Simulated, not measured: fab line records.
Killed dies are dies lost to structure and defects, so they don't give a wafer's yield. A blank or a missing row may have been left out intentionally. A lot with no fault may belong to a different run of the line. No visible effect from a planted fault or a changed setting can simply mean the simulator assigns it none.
Which tool was responsible? ; flow n5-finfet ; 10 lots, 29 wafers sampled, at 3 steps of a route of 1938

== WHAT THE GAUGES SHOWED, per wafer ==
N5_BEOL_M15_OVL_MEAS_29. Usual: for M15_OVL the level is -1 nm and the standard deviation is 6.1.
lot;measured;on;M15_OVL (nm);flag
L729;day 11 01:23;overlay-02;5 5 5;
L732;day 12 00:40;overlay-02;-1 -6;
L734;day 12 15:55;overlay-02;-2 -8 2;
L735;day 12 19:32;overlay-02;-8 -1 -5;
L737;day 12 22:17;overlay-01;4 1 3;
L743;day 14 22:20;overlay-01;-16 -13 -10;
L745;day 15 01:28;overlay-01;3 6 6;
L744;day 15 02:41;overlay-01;5 -2 4;
L747;day 15 17:46;overlay-02;-8 -7 -7;
L749;day 16 09:47;overlay-01;-3 0 6;

N5_BEOL_M15_INSPECT_30: inspects for defects (macro). Usual: 2.2 for raw-defect-count, sd 1.5.
lot;measured;on;raw-defect-count;flag
L729;day 11 01:25;defect-inspect-02;3 2 4;
L732;day 12 00:41;defect-inspect-01;1 3;
L734;day 12 15:57;defect-inspect-01;3 6 1;
L735;day 12 19:33;defect-inspect-02;1 2 3;
L737;day 12 22:19;defect-inspect-01;4 5 4;
L743;day 14 22:21;defect-inspect-02;>300 >300 >300;OFF
L745;day 15 01:29;defect-inspect-01;1 3 5;
L744;day 15 02:43;defect-inspect-01;>300 >300 >300;OFF
L747;day 15 17:47;defect-inspect-01;2 2 3;
L749;day 16 09:49;defect-inspect-01;5 0 1;

== EACH LOT AND THE TOOL THAT RAN IT (in order: tool; ch and the chambers of the sampled wafers; start) ==
lot;N5_BEOL_M15_VIA_ETCH_16
L729;rie-diel-04 ch 1,2,3, day 10 23:58
L732;rie-diel-03 ch 1,3, day 11 23:05
L734;rie-diel-01 ch 0,1,3, day 12 14:29
L735;rie-diel-03 ch 1,2,3, day 12 18:02
L737;rie-diel-04 ch 1,2,3, day 12 20:58
L743;rie-diel-01 ch 1,2, day 14 20:48
L745;rie-diel-04 ch 0,1,3, day 14 23:59
L744;rie-diel-01 ch 0,1,3, day 15 01:23
L747;rie-diel-03 ch 1,2, day 15 16:19
L749;rie-diel-03 ch 0,2,3, day 16 08:13
- N5_BEOL_M15_VIA_ETCH_16: etches SiO2 in C4F8/O2/Ar, target depth 1792.2 nm.

== AS READ BY THE TOOLS THEMSELVES (means over the sampled wafers that have a number; for cases with no such wafer, the mark the record gives instead) ==
N5_BEOL_M15_VIA_ETCH_16. Usual: drypump-motor-current-A 5.7 A, standard deviation 0.41; mfc-ar-sccm 399.9 sccm, standard deviation 1.3; oes-product-au 0.68 a.u., standard deviation 0.084; rf-vpp-V 2211 V, standard deviation 32; showerhead-plenum-p-Torr 3.42 Torr, standard deviation 0.094; throttle-valve-pct 30.94 %, standard deviation 0.27.
lot;tool;drypump-motor-current-A (A);mfc-ar-sccm (sccm);oes-product-au (a.u.);rf-vpp-V (V);showerhead-plenum-p-Torr (Torr);throttle-valve-pct (%);flag
L729;rie-diel-04;5.9;399.5;0.70;2233;3.44;30.89;
L732;rie-diel-03;5.5;399.4;0.65;2222;3.50;31.18;
L734;rie-diel-01;5.7;401.1;0.74;2207;3.42;30.71;
L735;rie-diel-03;5.5;400.2;0.64;2200;3.43;31.21;
L737;rie-diel-04;5.9;401.3;0.69;2232;3.43;30.92;
L743;rie-diel-01;6.2;400.0;0.66;2199;3.43;30.86;
L745;rie-diel-04;5.6;399.5;0.75;2239;3.34;31.12;
L744;rie-diel-01;5.7;399.1;0.71;2206;3.40;30.72;
L747;rie-diel-03;5.6;400.5;0.63;2179;3.33;31.31;
L749;rie-diel-03;5.5;400.0;0.63;2201;3.46;31.18;

== THE ANSWER, worked out from the rows above alone ==
Rule: lot off if the mean of its wafers having a number is beyond 3 standard deviations from the usual mean. A lot without any number at a reading at which 4 lots or more have one is off too. All remaining lots with rows at the step are treated as sound. After the gauges, taken in route order, come the tools' own readings; for these a lot's mean is taken, as printed above. The first step at which some lot is off is used, and at that step the reading that is off furthest; a lot without a number counts as furthest.
Off: L743, L744 (N5_BEOL_M15_INSPECT_30, raw-defect-count). Without a number there: L743, L744.
A tool fits if, at a process step before that reading, it ran every lot that is off, and no sound lot after the first of them. Gauges at N5_BEOL_M15_INSPECT_30: tried the same way as those tools. One fits: N5_BEOL_M15_VIA_ETCH_16 on rie-diel-01. A fault onset in the window from L734 (day 12 14:29, its last sound lot) to L743 (day 14 20:48, its first lot off) fits.

== WHAT THE SIMULATOR PUT IN ==
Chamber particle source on rie-diel-01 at N5_BEOL_M15_VIA_ETCH_16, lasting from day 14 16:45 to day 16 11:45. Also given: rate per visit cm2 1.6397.
Struck lots among those shown: L743, L744. The rule above found the same.
